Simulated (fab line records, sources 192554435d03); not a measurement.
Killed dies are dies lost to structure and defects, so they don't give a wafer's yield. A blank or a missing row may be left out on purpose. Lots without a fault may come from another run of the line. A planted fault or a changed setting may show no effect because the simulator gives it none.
Split-lot experiment | flow n5_finfet | 7 lots, 21 wafers read, on a route of 1938 steps

THE SPLIT
At N5_BEOL_M10_COAT_64 (time 60 s, resist thk 30 nm), the setting spin_rpm was moved away from the recipe's 1500 rpm on 10 of the 21 wafers read, by -8.0% to +7.5%. The other wafers ran this setting at the recipe's value.

FROM THE SPLIT TO THE READING: what the file shows between them, 4 steps
- N5_BEOL_M10_COAT_22: resist thk 90 nm
- N5_BEOL_M10_EBR_24
- N5_BEOL_M10_DESCUM_33: chemistry O2, time 7.9 s
- N5_BEOL_M10_ETCH_65: etches SiARC in CF4, target depth 39 nm, time 65 s

THE READING
SiARC_of_BEOL_M10_COAT_64.thk_nm (the simulator's own value, which no gauge read), in nm, at N5_BEOL_M10_ETCH_66 (etches SOC in N2/H2, target depth 120 nm, overetch 24 nm, time 180 s). The file gives no usual value for it. The 11 wafers here that ran the recipe average 22.7 nm, standard deviation 0.15 nm.

wafer  | tool, chamber at the split | spin_rpm as run, rpm | against the recipe | SiARC_of_BEOL_M10_COAT_64.thk_nm, nm | against lot-mates on the recipe
L076.2 | litho_track-02, 0          | 1380                 | -8.0%              | 23.8                                 | +1.0
L076.3 | litho_track-02, 0          | 1500                 | recipe             | 22.6                                 | -
L076.4 | litho_track-02, 0          | 1500                 | recipe             | 23                                   | -
L078.2 | litho_track-02, 0          | 1601                 | +6.7%              | 21.8                                 | -0.8
L078.3 | litho_track-02, 0          | 1500                 | recipe             | 22.6                                 | -
L078.5 | litho_track-02, 0          | 1500                 | recipe             | 22.6                                 | -
L079.2 | litho_track-03, 0          | 1613                 | +7.5%              | 21.8                                 | -0.8
L079.3 | litho_track-03, 0          | 1500                 | recipe             | 22.6                                 | -
L079.5 | litho_track-03, 0          | 1613                 | +7.5%              | 21.6                                 | -1.0
L080.4 | litho_track-02, 0          | 1610                 | +7.3%              | 21.4                                 | -1.2
L080.5 | litho_track-02, 0          | 1500                 | recipe             | 22.6                                 | -
L080.6 | litho_track-02, 0          | 1610                 | +7.3%              | 21.4                                 | -1.2
L093.1 | litho_track-03, 0          | 1500                 | recipe             | 22.6                                 | -
L093.3 | litho_track-03, 0          | 1500                 | recipe             | 22.8                                 | -
L093.6 | litho_track-03, 0          | 1500                 | recipe             | 22.8                                 | -
L094.3 | litho_track-01, 0          | 1441                 | -3.9%              | 23.2                                 | +0.2
L094.4 | litho_track-01, 0          | 1500                 | recipe             | 23                                   | -
L094.5 | litho_track-01, 0          | 1441                 | -3.9%              | 23                                   | +0.0
L095.2 | litho_track-02, 0          | 1500                 | recipe             | 22.8                                 | -
L095.3 | litho_track-02, 0          | 1437                 | -4.2%              | 22.8                                 | +0.0
L095.4 | litho_track-02, 0          | 1437                 | -4.2%              | 23.2                                 | +0.4

THE FIT
A straight line over all 21 wafers: SiARC_of_BEOL_M10_COAT_64.thk_nm changes by -0.136 nm for each +1% of spin_rpm; r = -0.95; the points scatter about the line by 0.19 nm.
The same after taking each lot's own level away (the mean of its wafers on the recipe; 21 wafers): -0.116 nm for each +1%; r = -0.94; scatter 0.19 nm.
On that fit, the largest move of spin_rpm shifts the reading by 0.92 nm.
The lots' own levels span 22.60 to 23.00 nm, that is 2.6 times the standard deviation above.
So the lot-to-lot level changes the slope: the two fits differ.
Check: with one of the wafers moved furthest among these (-8.0%) left out of the fit, the line predicts +0.778 nm for it against its lot-mates. It came out at +1 nm against them.

THE WHOLE CHAIN: every reading that the file lists as answering this split, in the file's order
step                | what it does                                                         | reading                                                                             | change (the file's fit)               | r (the file's)
N5_BEOL_M10_COAT_64 | time 60 s, resist thk 30 nm                                          | SiARC_of_BEOL_M10_COAT_64.thk_nm (the simulator's own value, which no gauge read)   | -0.156 nm for each +1% of the setting | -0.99
N5_BEOL_M10_ETCH_65 | etches SiARC in CF4, target depth 39 nm, time 65 s                   | CAR-ArF_of_BEOL_M10_COAT_22.thk_nm (the simulator's own value, which no gauge read) | +0.134 nm for each +1% of the setting | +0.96
N5_BEOL_M10_ETCH_65 | etches SiARC in CF4, target depth 39 nm, time 65 s                   | etch.depth_nm (the simulator's own value, which no gauge read)                      | -0.148 nm for each +1% of the setting | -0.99
N5_BEOL_M10_ETCH_66 | etches SOC in N2/H2, target depth 120 nm, overetch 24 nm, time 180 s | SiARC_of_BEOL_M10_COAT_64.thk_nm (the simulator's own value, which no gauge read)   | -0.119 nm for each +1% of the setting | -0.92

THE FILE'S OWN FIT
SiARC_of_BEOL_M10_COAT_64.thk_nm changes by -0.119 nm for each +1% of spin_rpm, r = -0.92.
